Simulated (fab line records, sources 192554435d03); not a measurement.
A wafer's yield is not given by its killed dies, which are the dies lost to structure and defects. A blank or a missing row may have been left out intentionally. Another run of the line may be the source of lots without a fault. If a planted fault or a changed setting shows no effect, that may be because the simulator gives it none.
fab line records	flow n5_finfet
[record] lots = 7	wafers = 21
route steps=1938 shown BEOL_M8@1377 BEOL_M10@1500 BEOL_M11@1562
start_h: hours from the record's first day to the start of the lot's first wafer shown	wait_h: how many hours have passed since the lot's step before this one	" unchanged from the row above	L1.1+2: one row covering several wafers at once	- no value, or no start was given	* or withheld: withheld	< > ~ a bound
route shown NAME@n: a module of which the file shows steps, and the number in the route of the first	usual: mean and standard deviation over wafers with no fault	same: alike in all rows	chamber/n: place in a boat	sites: the reading at each site	_std_site: standard deviation of those values	_edge_site: outer sites' mean less inner sites'	radius_mm: for every site, how far away it sits from the centre of the wafer	mask NAME#n: copy n	behind: the tool/chamber that last shaped the wafer	hold: cause of the lot's hold/its duration in hours/its outcome	device: names the non-switching transistor (n, p or np)	end of line: the same wafers' tests at the end of the route	a step given without rows: its recipe and nothing more	killed: the dies lost at the first sort to structure and to defects; this is not the yield of the wafer	map: dies across one wafer; x = killed, . = not, _ = none there
set.NAME: the setting that was run; set.NAME@STEP: the one run at that earlier step	model.NAME: the simulator's own value behind a step, which no gauge read
lots with deliberately changed settings; one table per step, one row per wafer
[[steps]]
[step N5_BEOL_M8_TRENCH_ETCH_37]
[recipe] chemistry = C4F6/O2	target_depth_a = 934.78	target = SiCOH_lowk	time_s = 31.2	ion_energy_ev = 250	pressure_mtorr = 30	source_w = 345	bias_w = 185	Ar_flow_sccm = 300	C4F6_flow_sccm = 10	O2_flow_sccm = 10
lot.wafer	tool	chamber	start_h	wait_h	set.time_s	model.BEOL_M8.feature_depth_nm	model.etch.depth_nm
L074.2	rie_diel-01	1	-	-	31.2	94.2	94.11
L074.4	"	3	"	"	31.2	93	93.02
L074.5	"	0	"	"	31.2	94.8	94.84
L076.1	rie_diel-03	0	-	-	31.2	94	94.03
L076.2	"	1	"	"	31.2	95	95.03
L076.6	"	1	"	"	31.2	94.2	94.19
L077.2	rie_diel-02	3	-	-	27.06	79.8	79.85
L077.4	"	3	"	"	31.2	92.8	92.77
L077.6	"	1	"	"	27.06	81.6	81.64
L082.2	rie_diel-03	2	-	-	31.2	93.4	93.31
L082.3	"	0	"	"	31.2	93.2	93.16
L082.4	"	1	"	"	31.2	94.2	94.17
L083.1	rie_diel-03	1	-	-	33.51	101.4	101.4
L083.3	"	0	"	"	33.51	100.6	100.6
L083.4	"	2	"	"	31.2	94	93.96
L090.1	rie_diel-01	0	-	-	25.99	79	79.05
L090.2	"	3	"	"	25.99	77.8	77.87
L090.6	"	2	"	"	31.2	96.2	96.18
L095.1	rie_diel-02	2	-	-	31.2	92.8	92.84
L095.4	"	1	"	"	31.2	93	93.05
L095.6	"	3	"	"	31.2	92.4	92.44
[step N5_BEOL_M8_ETCH_41]
[recipe] chemistry = CH3F/O2	target = SiCN	target_depth_a = 319	taper_deg = 2	time_s = 57.8	ion_energy_ev = 120	mask_material = TiN	pressure_mtorr = 30	source_w = 395	bias_w = 75	Ar_flow_sccm = 150	CH3F_flow_sccm = 30	O2_flow_sccm = 20
[step N5_BEOL_M8_STRIP_80]
[recipe] chemistry = N2/H2	time_s = 10	power_w = 450	temp_c = 40	pressure_mtorr = 20	rf_frequency_hz = 6e+07	bias_power_w = 7	n2_flow_sccm = 200	h2_flow_sccm = 200
[step N5_BEOL_M8_OCD_MEAS_38]
[usual] trench_depth_nm = 93.9/1
lot.wafer	tool	chamber	start_h	wait_h	set.time_s@BEOL_M8_TRENCH_ETCH_37	trench_depth_nm
L074.2	ocd-02	-	220.55	-	31.2	94.7
L074.4	"	-	"	"	31.2	93.1
L074.5	"	-	"	"	31.2	95.0
L076.1	ocd-01	-	242.31	-	31.2	93.8
L076.2	"	-	"	"	31.2	95.2
L076.6	"	-	"	"	31.2	94.0
L077.2	ocd-01	-	242.83	-	27.06	80.1
L077.4	"	-	"	"	31.2	92.9
L077.6	"	-	"	"	27.06	82.3
L082.2	ocd-01	-	278.79	-	31.2	92.6
L082.3	"	-	"	"	31.2	93.0
L082.4	"	-	"	"	31.2	94.0
L083.1	ocd-01	-	284.82	-	33.51	101.1
L083.3	"	-	"	"	33.51	100.9
L083.4	"	-	"	"	31.2	94.5
L090.1	ocd-01	-	337.44	-	25.99	78.7
L090.2	"	-	"	"	25.99	77.6
L090.6	"	-	"	"	31.2	96.3
L095.1	ocd-02	-	343.09	-	31.2	92.7
L095.4	"	-	"	"	31.2	93.5
L095.6	"	-	"	"	31.2	92.1
[step N5_BEOL_M8_HM_STRIP_39]
[recipe] chemistry = peroxide_tin_strip	material = TiN	target_depth_a = 250	temp_c = 50	time_s = 158
[step N5_BEOL_M8_SRD_40]
[recipe] time_s = 30	temp_c = 23	rinse_liquid = diw	dry = ipa_marangoni
[step N5_BEOL_M8_ECD_50]
[recipe] material = Cu	target_thk_a = 3000
[step N5_BEOL_M8_ANNEAL_51]
[recipe] temp_c = 225	time_s = 90	ambient = N2
[step N5_BEOL_M8_CMP_52]
[recipe] stop_on = SiCOH_lowk	t_overpolish_s = 6.9	down_force_psi = 1	platen_rpm = 50	clearing_platen_down_force_psi = 1.5	clearing_platen_rpm = 50	post_cmp_clean = cu_alkaline	target_thk_nm = 80	clearing_platen_pad_velocity_m_s = 0.99484	pad_velocity_m_s = 0.99484
lot.wafer	tool	chamber	start_h	wait_h	set.time_s@BEOL_M8_TRENCH_ETCH_37	model.Cu_of_BEOL_M8_ECD_50.thk_nm
L074.4	cmp-03	1	224.96	0.2	31.2	78.2
L074.2	"	2	"	"	31.2	79.4
L074.5	"	1	"	"	31.2	79.2
L076.1	cmp-02	3	245.07	0.3	31.2	80.6
L076.2	"	2	"	"	31.2	81.2
L076.6	"	0	"	"	31.2	82
L077.2	cmp-03	2	245.59	0.2	27.06	64.8
L077.4	"	3	"	"	31.2	79.6
L077.6	"	3	"	"	27.06	68.4
L082.3	cmp-02	1	281.69	0.2	31.2	78.4
L082.2	"	2	"	"	31.2	79.4
L082.4	"	3	"	"	31.2	80.6
L083.3	cmp-03	1	287.06	0.3	33.51	86
L083.1	"	2	"	"	33.51	86.2
L083.4	"	3	"	"	31.2	80
L090.1	cmp-02	1	341.58	0.3	25.99	65.4
L090.2	"	2	"	"	25.99	64.2
L090.6	"	1	"	"	31.2	82
L095.4	cmp-03	2	345.66	0.2	31.2	79.4
L095.1	"	0	"	"	31.2	79
L095.6	"	1	"	"	31.2	78.2
[step N5_BEOL_M8_THK_MEAS_53]
[recipe] thk_meas_gauge = xrf	reads = Cu_of_BEOL_M8_ECD_50
[usual] M8_THK = 80.2/1.3
lot.wafer	tool	chamber	start_h	wait_h	set.time_s@BEOL_M8_TRENCH_ETCH_37	M8_THK[nm]
L074.2	film_metro-02	-	225.21	-	31.2	79.6
L074.4	"	-	"	"	31.2	78.8
L074.5	"	-	"	"	31.2	79.1
L076.1	film_metro-02	-	245.36	-	31.2	79.9
L076.2	"	-	"	"	31.2	80.6
L076.6	"	-	"	"	31.2	81.5
L077.2	film_metro-01	-	245.89	-	27.06	64.8
L077.4	"	-	"	"	31.2	79.6
L077.6	"	-	"	"	27.06	68.3
L082.2	film_metro-02	-	281.95	-	31.2	78.8
L082.3	"	-	"	"	31.2	77.7
L082.4	"	-	"	"	31.2	80.1
L083.1	film_metro-02	-	287.36	-	33.51	85.4
L083.3	"	-	"	"	33.51	85.2
L083.4	"	-	"	"	31.2	79.1
L090.1	film_metro-01	-	341.83	-	25.99	64.7
L090.2	"	-	"	"	25.99	63.9
L090.6	"	-	"	"	31.2	81.3
L095.1	film_metro-01	-	345.91	-	31.2	79.5
L095.4	"	-	"	"	31.2	79.4
L095.6	"	-	"	"	31.2	78.6
[step N5_BEOL_M8_PRE_CLEAN_55]
[recipe] gas = NH3	time_s = 15	temp_c = withheld	rf_power_w = 300
[step N5_BEOL_M8_DEP_56]
[recipe] material = SiCN	target_thk_a = 100	temp_c = withheld	precursor = 3MS/NH3	pressure_torr = 3	rf_w = 202	time_s = 17.5
[step N5_BEOL_M8_RS_MEAS_57]
[recipe] thk_meas_gauge = four-point-probe	reads = Cu_of_BEOL_M8_ECD_50+Co_of_BEOL_M8_CVD_78+TaN_of_BEOL_M8_ALD_77
[usual] M8_RS = 0.285/0.0051
lot.wafer	tool	chamber	start_h	wait_h	set.time_s@BEOL_M8_TRENCH_ETCH_37	M8_RS[ohm/sq]
L074.2	film_metro-02	-	225.34	0.1	31.2	0.288
L074.4	"	-	"	"	31.2	0.293
L074.5	"	-	"	"	31.2	0.289
L076.1	film_metro-02	-	245.49	0.1	31.2	0.284
L076.2	"	-	"	"	31.2	0.280
L076.6	"	-	"	"	31.2	0.278
L077.2	film_metro-02	-	246.02	0.1	27.06	0.366
L077.4	"	-	"	"	31.2	0.287
L077.6	"	-	"	"	27.06	0.345
L082.2	film_metro-01	-	282.08	0.1	31.2	0.288
L082.3	"	-	"	"	31.2	0.293
L082.4	"	-	"	"	31.2	0.284
L083.1	film_metro-02	-	287.49	0.1	33.51	0.262
L083.3	"	-	"	"	33.51	0.263
L083.4	"	-	"	"	31.2	0.286
L090.1	film_metro-01	-	342.22	0.3	25.99	0.364
L090.2	"	-	"	"	25.99	0.371
L090.6	"	-	"	"	31.2	0.278
L095.1	film_metro-02	-	346.04	0.1	31.2	0.289
L095.4	"	-	"	"	31.2	0.288
L095.6	"	-	"	"	31.2	0.294
[step N5_BEOL_M10_PEB_26]
[recipe] peb_temp_c = withheld	peb_time_s = 60	resist = CAR-ArF
lot.wafer	tool	chamber	start_h	wait_h	set.peb_time_s
L074.2	litho_track-03	0	236.48	0.1	60
L074.4+5	"	0	"	"	67.03
L076.1+2+6	litho_track-01	0	257.21	0.1	60
L077.2+6	litho_track-05	0	257.38	0.1	60
L077.4	"	0	"	"	65.53
L082.2	litho_track-01	0	295.06	0.1	60
L082.3+4	"	0	"	"	54.08
L083.1+3	litho_track-05	0	298.55	0.1	72.06
L083.4	"	0	"	"	60
L095.1+4+6	litho_track-05	0	357.50	0.1	60
L090.1+2+6	litho_track-03	0	357.55	0.1	60
[step N5_BEOL_M10_DEVELOP_27]
[recipe] develop_time_s = 30	developer = TMAH	resist = CAR-ArF	rinse_liquid = diw	dry = air_spin	dev_temp_c = 23
[step N5_BEOL_M10_CD_MEAS_28]
[recipe] target_cd_nm = 70	landing_energy_ev = 500	detector = se_inlens	polarity = opening
[usual] cd_nm = 69.6/0.95
lot.wafer	tool	chamber	start_h	wait_h	set.peb_time_s@BEOL_M10_PEB_26	cd_nm
L074.2	cd_sem-03	0	236.55	-	60	69.0
L074.4	"	0	"	"	67.03	73.2
L074.5	"	0	"	"	67.03	74.4
L076.1	cd_sem-02	0	257.28	-	60	68.8
L076.2	"	0	"	"	60	70.4
L076.6	"	0	"	"	60	69.3
L077.2	cd_sem-03	0	257.45	-	60	68.3
L077.4	"	0	"	"	65.53	71.7
L077.6	"	0	"	"	60	67.5
L082.2	cd_sem-02	0	295.13	-	60	68.7
L082.3	"	0	"	"	54.08	63.9
L082.4	"	0	"	"	54.08	64.3
L083.1	cd_sem-02	0	298.62	-	72.06	76.8
L083.3	"	0	"	"	72.06	77.6
L083.4	"	0	"	"	60	69.2
L095.1	cd_sem-01	0	357.57	-	60	67.9
L095.4	"	0	"	"	60	68.9
L095.6	"	0	"	"	60	68.9
L090.1	cd_sem-03	0	357.61	-	60	70.6
L090.2	"	0	"	"	60	69.8
L090.6	"	0	"	"	60	71.1
[step N5_BEOL_M10_TRENCH_ETCH_37]
[recipe] chemistry = C4F6/O2	target_depth_a = 1488.3	target = SiCOH_lowk	time_s = 48	ion_energy_ev = 250	pressure_mtorr = 30	source_w = 345	bias_w = 185	Ar_flow_sccm = 300	C4F6_flow_sccm = 10	O2_flow_sccm = 10
[usual] rf_vpp_V = 665/6.7
lot.wafer	tool	chamber	start_h	wait_h	set.source_w	rf_vpp_V	model.BEOL_M10.feature_depth_nm	model.etch.depth_nm
L074.2	rie_diel-02	2	-	-	345	661	149.8	149.8
L074.4	"	1	"	"	345	677	150.2	150.3
L074.5	"	2	"	"	345	663	150.2	150.2
L076.1	rie_diel-03	0	-	-	345	661	149	149.1
L076.2	"	2	"	"	345	654	150.4	150.4
L076.6	"	3	"	"	345	669	150.8	150.8
L077.2	rie_diel-03	0	-	-	345	660	147.2	147.3
L077.4	"	3	"	"	345	668	152.6	152.6
L077.6	"	1	"	"	345	661	150.4	150.3
L082.2	rie_diel-02	0	-	-	345	673	147.8	147.7
L082.3	"	1	"	"	345	677	148	148
L082.4	"	2	"	"	325.9	683	145	145.1
L083.1	rie_diel-03	3	-	-	345	669	149.4	149.4
L083.3	"	1	"	"	345	660	149.8	149.7
L083.4	"	0	"	"	345	661	147.6	147.7
L090.1	rie_diel-02	1	-	-	283.8	749	138.6	138.7
L090.2	"	0	"	"	345	671	152.2	152.2
L090.6	"	0	"	"	283.8	741	139.6	139.7
L095.1	rie_diel-03	3	-	-	345	669	150.8	150.8
L095.4	"	3	"	"	345	668	149.6	149.6
L095.6	"	3	"	"	345	668	150.4	150.3
[step N5_BEOL_M10_ETCH_41]
[recipe] chemistry = CH3F/O2	target = SiCN	target_depth_a = 426	taper_deg = 2	time_s = 86	ion_energy_ev = 120	mask_material = TiN	pressure_mtorr = 30	source_w = 395	bias_w = 75	Ar_flow_sccm = 150	CH3F_flow_sccm = 30	O2_flow_sccm = 20
[step N5_BEOL_M10_STRIP_77]
[recipe] chemistry = N2/H2	time_s = 10	power_w = 450	temp_c = 40	pressure_mtorr = 20	rf_frequency_hz = 6e+07	bias_power_w = 7	n2_flow_sccm = 200	h2_flow_sccm = 200
[step N5_BEOL_M10_OCD_MEAS_38]
[usual] trench_depth_nm = 149.2/1.4
lot.wafer	tool	chamber	start_h	wait_h	set.source_w@BEOL_M10_TRENCH_ETCH_37	trench_depth_nm
L074.2	ocd-02	-	237.13	-	345	150.1
L074.4	"	-	"	"	345	150.7
L074.5	"	-	"	"	345	150.0
L076.1	ocd-02	-	257.86	-	345	148.8
L076.2	"	-	"	"	345	150.7
L076.6	"	-	"	"	345	150.5
L077.2	ocd-01	-	258.32	-	345	147.1
L077.4	"	-	"	"	345	152.6
L077.6	"	-	"	"	345	149.9
L082.2	ocd-02	-	295.71	-	345	147.7
L082.3	"	-	"	"	345	148.1
L082.4	"	-	"	"	325.9	144.7
L083.1	ocd-01	-	299.20	-	345	149.6
L083.3	"	-	"	"	345	149.4
L083.4	"	-	"	"	345	147.7
L090.1	ocd-01	-	358.78	-	283.8	138.3
L090.2	"	-	"	"	345	151.9
L090.6	"	-	"	"	283.8	139.8
L095.1	ocd-02	-	358.92	-	345	150.9
L095.4	"	-	"	"	345	149.8
L095.6	"	-	"	"	345	150.2
[step N5_BEOL_M10_HM_STRIP_39]
[recipe] chemistry = peroxide_tin_strip	material = TiN	target_depth_a = 250	temp_c = 50	time_s = 158
[step N5_BEOL_M10_SRD_40]
[recipe] time_s = 30	temp_c = 23	rinse_liquid = diw	dry = ipa_marangoni
[step N5_BEOL_M10_ECD_50]
[recipe] material = Cu	target_thk_a = 3180
[step N5_BEOL_M10_ANNEAL_51]
[recipe] temp_c = 225	time_s = 90	ambient = N2
[step N5_BEOL_M10_CMP_52]
[recipe] stop_on = SiCOH_lowk	t_overpolish_s = 7	down_force_psi = 1	platen_rpm = 50	clearing_platen_down_force_psi = 1.5	clearing_platen_rpm = 50	post_cmp_clean = cu_alkaline	target_thk_nm = 140	clearing_platen_pad_velocity_m_s = 0.99484	pad_velocity_m_s = 0.99484
lot.wafer	tool	chamber	start_h	wait_h	set.source_w@BEOL_M10_TRENCH_ETCH_37	model.Cu_of_BEOL_M10_ECD_50.thk_nm
L074.4	cmp-02	2	239.65	0.1	345	142.4
L074.2+5	"	0,3	"	"	345	142.2
L076.1	cmp-04	3	260.93	0.3	345	141.2
L076.2	"	2	"	"	345	141.8
L076.6	"	3	"	"	345	142.6
L077.4	cmp-02	3	261.63	0.2	345	142.8
L077.2	"	0	"	"	345	138
L077.6	"	2	"	"	345	140.4
L082.3	cmp-02	0	297.77	0.2	345	139.8
L082.4	"	1	"	"	325.9	136.6
L082.2	"	2	"	"	345	138
L083.3	cmp-03	1	301.38	0.2	345	140
L083.4	"	2	"	"	345	139
L083.1	"	3	"	"	345	141
L090.1	cmp-02	2	362.40	0.3	283.8	130.2
L090.2	"	0	"	"	345	144.2
L090.6	"	3	"	"	283.8	132
L095.1	cmp-03	3	362.52	0.3	345	141.6
L095.4	"	2	"	"	345	140.4
L095.6	"	3	"	"	345	141.4
[step N5_BEOL_M10_THK_MEAS_53]
[recipe] thk_meas_gauge = xrf	reads = Cu_of_BEOL_M10_ECD_50
[usual] M10_THK = 139.9/2.1
lot.wafer	tool	chamber	start_h	wait_h	set.source_w@BEOL_M10_TRENCH_ETCH_37	M10_THK[nm]
L074.2	film_metro-02	-	239.95	-	345	144.2
L074.4	"	-	"	"	345	143.8
L074.5	"	-	"	"	345	144.1
L076.1	film_metro-01	-	261.22	-	345	140.0
L076.2	"	-	"	"	345	140.3
L076.6	"	-	"	"	345	141.3
L077.2	film_metro-01	-	261.85	-	345	136.8
L077.4	"	-	"	"	345	143.3
L077.6	"	-	"	"	345	139.6
L082.2	film_metro-02	-	298.03	-	345	136.4
L082.3	"	-	"	"	345	138.4
L082.4	"	-	"	"	325.9	134.5
L083.1	film_metro-02	-	301.63	-	345	140.3
L083.3	"	-	"	"	345	139.2
L083.4	"	-	"	"	345	137.9
L090.1	film_metro-01	-	362.69	-	283.8	130.7
L090.2	"	-	"	"	345	144.2
L090.6	"	-	"	"	283.8	132.9
L095.1	film_metro-02	-	362.81	-	345	139.0
L095.4	"	-	"	"	345	137.6
L095.6	"	-	"	"	345	139.1
[step N5_BEOL_M10_PRE_CLEAN_55]
[recipe] gas = NH3	time_s = 15	temp_c = withheld	rf_power_w = 300
[step N5_BEOL_M10_DEP_56]
[recipe] material = SiCN	target_thk_a = 150	temp_c = withheld	precursor = 3MS/NH3	pressure_torr = 3	rf_w = 202	time_s = 26.5
[step N5_BEOL_M10_RS_MEAS_57]
[recipe] thk_meas_gauge = four-point-probe	reads = Cu_of_BEOL_M10_ECD_50+Co_of_BEOL_M10_CVD_75+TaN_of_BEOL_M10_ALD_74
[usual] M10_RS = 0.1505/0.002
lot.wafer	tool	chamber	start_h	wait_h	set.source_w@BEOL_M10_TRENCH_ETCH_37	M10_RS[ohm/sq]
L074.2	film_metro-01	-	240.09	0.1	345	0.1485
L074.4	"	-	"	"	345	0.1485
L074.5	"	-	"	"	345	0.1485
L076.1	film_metro-02	-	261.39	0.1	345	0.1491
L076.2	"	-	"	"	345	0.1486
L076.6	"	-	"	"	345	0.1478
L077.2	film_metro-01	-	262.01	0.1	345	0.1535
L077.4	"	-	"	"	345	0.1477
L077.6	"	-	"	"	345	0.1508
L082.2	film_metro-02	-	298.17	0.1	345	0.1532
L082.3	"	-	"	"	345	0.1511
L082.4	"	-	"	"	325.9	0.1547
L083.1	film_metro-02	-	301.77	0.1	345	0.1494
L083.3	"	-	"	"	345	0.1501
L083.4	"	-	"	"	345	0.1515
L090.1	film_metro-01	-	362.83	0.1	283.8	0.1638
L090.2	"	-	"	"	345	0.1463
L090.6	"	-	"	"	283.8	0.1609
L095.1	film_metro-02	-	362.95	0.1	345	0.1490
L095.4	"	-	"	"	345	0.1504
L095.6	"	-	"	"	345	0.1493
[step N5_BEOL_M11_COAT_22]
[recipe] resist = CAR-ArF	spin_rpm = 1500	resist_thk_nm = 90
lot.wafer	tool	chamber	start_h	wait_h	set.spin_rpm	model.CAR-ArF_of_BEOL_M11_COAT_22.thk_nm
L074.2+4	litho_track-04	0	-	-	1642	86.2
L074.5	"	0	"	"	1500	90
L077.2+4+6	litho_track-02	0	-	-	1500	90.2
L076.1+6	litho_track-04	0	-	-	1500	90
L076.2	"	0	"	"	1500	90.4
L082.2	litho_track-04	0	-	-	1500	90.2
L082.3	"	0	"	"	1544	88.8
L082.4	"	0	"	"	1544	89
L083.1	litho_track-04	0	-	-	1500	90.2
L083.3	"	0	"	"	1336	95.2
L083.4	"	0	"	"	1336	95.4
L090.1	litho_track-02	0	-	-	1409	93.2
L090.2	"	0	"	"	1500	90.6
L090.6	"	0	"	"	1500	90.4
L095.1+4+6	litho_track-03	0	-	-	1500	90
[step N5_BEOL_M11_EBR_24]
[recipe] solvent = PGMEA	ebr_width_mm = 1.5
[step N5_BEOL_M11_SOFTBAKE_23]
[recipe] temp_c = 110	time_s = 60	resist = CAR-ArF
[step N5_BEOL_M11_EXPOSE_25]
[recipe] mask_id = V10	na = 1.35	source_shape = annular	sigma_inner = 0.5	sigma_outer = 0.8	polarization = unpolarized	dose_mj = 85.5
[step N5_BEOL_M11_PEB_26]
[recipe] peb_temp_c = withheld	peb_time_s = 60	resist = CAR-ArF
[step N5_BEOL_M11_DEVELOP_27]
[recipe] develop_time_s = 30	developer = TMAH	resist = CAR-ArF	rinse_liquid = diw	dry = air_spin	dev_temp_c = 23
lot.wafer	tool	chamber	start_h	wait_h	set.spin_rpm@BEOL_M11_COAT_22	model.CAR-ArF_of_BEOL_M11_COAT_22.thk_nm
L074.2	litho_track-04	0	-	-	1642	84.6
L074.4	"	0	"	"	1642	84.4
L074.5	"	0	"	"	1500	88.4
L077.2+4+6	litho_track-04	0	-	-	1500	88.6
L076.1+6	litho_track-04	0	-	-	1500	88.4
L076.2	"	0	"	"	1500	88.6
L082.2	litho_track-03	0	-	-	1500	88.6
L082.3	"	0	"	"	1544	87
L082.4	"	0	"	"	1544	87.2
L083.1	litho_track-03	0	-	-	1500	88.4
L083.3	"	0	"	"	1336	93.6
L083.4	"	0	"	"	1336	93.8
L090.1	litho_track-02	0	-	-	1409	91.6
L090.2	"	0	"	"	1500	89
L090.6	"	0	"	"	1500	88.6
L095.1+6	litho_track-03	0	-	-	1500	88.4
L095.4	"	0	"	"	1500	88.2
[step N5_BEOL_M11_DESCUM_33]
[recipe] chemistry = O2	time_s = 7.9	source_power_w = 50	bias_power_w = 20	pressure_mtorr = 20	rf_frequency_hz = 2.712e+07	temp_c = 40	resist = CAR-ArF	o2_flow_sccm = 225
lot.wafer	tool	chamber	start_h	wait_h	set.spin_rpm@BEOL_M11_COAT_22	model.CAR-ArF_of_BEOL_M11_COAT_22.thk_nm
L074.2+4	rie_diel-04	1,2	246.07	0.1	1642	79.6
L074.5	"	1	"	"	1500	83.4
L077.2	rie_diel-05	1	265.72	0.0	1500	83.8
L077.4+6	"	0,3	"	"	1500	83.6
L076.1+6	rie_diel-06	1,0	265.89	0.0	1500	83.4
L076.2	"	3	"	"	1500	83.8
L082.2	rie_diel-06	1	301.40	0.1	1500	83.6
L082.3	"	3	"	"	1544	82.2
L082.4	"	0	"	"	1544	82.4
L083.1	rie_diel-05	1	307.26	0.0	1500	83.6
L083.3	"	2	"	"	1336	88.8
L083.4	"	0	"	"	1336	89
L090.1	rie_diel-04	1	369.41	0.0	1409	86.8
L090.2	"	2	"	"	1500	84.2
L090.6	"	0	"	"	1500	83.8
L095.1+6	rie_diel-04	3,0	369.87	0.3	1500	83.6
L095.4	"	0	"	"	1500	83.4
[[key]]
[split] step = N5_BEOL_M8_TRENCH_ETCH_37	setting = time_s	stated = 31.2	by = wafer
[response] step = N5_BEOL_M8_TRENCH_ETCH_37	reading = model.BEOL_M8.feature_depth_nm	change = +1	per = 1%	r = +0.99
[response] step = N5_BEOL_M8_TRENCH_ETCH_37	reading = model.etch.depth_nm	change = +0.996	per = 1%	r = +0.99
[response] step = N5_BEOL_M8_OCD_MEAS_38	reading = trench_depth_nm	change = +0.996	per = 1%	r = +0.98
[response] step = N5_BEOL_M8_CMP_52	reading = model.Cu_of_BEOL_M8_ECD_50.thk_nm	change = +0.99	per = 1%	r = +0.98
[response] step = N5_BEOL_M8_THK_MEAS_53	reading = M8_THK	change = +0.985	per = 1%	r = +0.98
[response] step = N5_BEOL_M8_RS_MEAS_57	reading = M8_RS	change = -0.00505	per = 1%	r = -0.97
[split] step = N5_BEOL_M10_PEB_26	setting = peb_time_s	stated = 60	by = wafer
[response] step = N5_BEOL_M10_CD_MEAS_28	reading = cd_nm	change = +0.41	per = 1%	r = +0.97
[split] step = N5_BEOL_M10_TRENCH_ETCH_37	setting = source_w	stated = 345	by = wafer
[response] step = N5_BEOL_M10_TRENCH_ETCH_37	reading = rf_vpp_V	change = -3.91	per = 1%	r = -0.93
[response] step = N5_BEOL_M10_TRENCH_ETCH_37	reading = model.BEOL_M10.feature_depth_nm	change = +0.719	per = 1%	r = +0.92
[response] step = N5_BEOL_M10_TRENCH_ETCH_37	reading = model.etch.depth_nm	change = +0.711	per = 1%	r = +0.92
[response] step = N5_BEOL_M10_OCD_MEAS_38	reading = trench_depth_nm	change = +0.712	per = 1%	r = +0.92
[response] step = N5_BEOL_M10_CMP_52	reading = model.Cu_of_BEOL_M10_ECD_50.thk_nm	change = +0.71	per = 1%	r = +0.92
[response] step = N5_BEOL_M10_THK_MEAS_53	reading = M10_THK	change = +0.685	per = 1%	r = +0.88
[response] step = N5_BEOL_M10_RS_MEAS_57	reading = M10_RS	change = -0.000868	per = 1%	r = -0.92
[split] step = N5_BEOL_M11_COAT_22	setting = spin_rpm	stated = 1500	by = wafer
[response] step = N5_BEOL_M11_COAT_22	reading = model.CAR-ArF_of_BEOL_M11_COAT_22.thk_nm	change = -0.44	per = 1%	r = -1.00
[response] step = N5_BEOL_M11_DEVELOP_27	reading = model.CAR-ArF_of_BEOL_M11_COAT_22.thk_nm	change = -0.457	per = 1%	r = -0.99
[response] step = N5_BEOL_M11_DESCUM_33	reading = model.CAR-ArF_of_BEOL_M11_COAT_22.thk_nm	change = -0.451	per = 1%	r = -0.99
